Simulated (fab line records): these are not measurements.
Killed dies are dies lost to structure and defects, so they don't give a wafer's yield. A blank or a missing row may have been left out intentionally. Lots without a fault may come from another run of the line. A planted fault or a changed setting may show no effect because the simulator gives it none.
Chamber matching | flow nand-harc | NHARC_A_CONTACT_ALD_18 on ald-metal-02: 4 sister chambers
The step deposits TiN, target thk 3 nm, pulse time 1 s, ald cycles 150. 4 wafers are shown with their chamber, then 10 later ones without.

WAFERS PAIRED WITH THEIR CHAMBERS
wafer  | chamber | heater-power-w (W)
L089.1 | 2       | 1220
L089.3 | 1       | 1064
L089.4 | 0       | 1214
L089.5 | 3       | 1183

WAFERS WITH NO CHAMBER GIVEN
wafer  | heater-power-w (W)
L089.6 | 1242
L091.3 | 1222
L091.5 | 1009
L091.6 | 1218
L092.1 | 1242
L092.2 | 1250
L092.5 | 1257
L095.1 | 1206
L095.4 | 1211
L095.5 | 1179

WHICH CHAMBER EACH WENT THROUGH
wafer  | from the rows above          | in truth
L089.6 | can't be placed: 2 or 0 or 3 | 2
L091.3 | can't be placed: 2 or 0 or 3 | 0
L091.5 | 1                            | 1
L091.6 | can't be placed: 2 or 0 or 3 | 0
L092.1 | can't be placed: 2 or 0 or 3 | 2
L092.2 | can't be placed: 2 or 0 or 3 | 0
L092.5 | can't be placed: 2 or 0 or 3 | 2
L095.1 | can't be placed: 0 or 2 or 3 | 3
L095.4 | can't be placed: 0 or 2 or 3 | 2
L095.5 | can't be placed: 3 or 0 or 2 | 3
1 of 10 placed correctly. Cannot be placed on the basis of these rows: 9; the candidates contain the true chamber in 9. 0 placed wrongly.
How it was worked out, from the rows above alone: a wafer's distance from a chamber is the root of the sum, over the readings, of the square of ((its reading less the chamber's mean) divided by the reading's scatter). The wafer belongs to the nearest chamber; if the next one is less than 2 further off, it can't be placed. For every chamber, the mean is computed from those of its wafers that are shown. The scatter: root of mean squared gap, hidden wafer to nearest shown wafer, with one shown wafer a chamber.
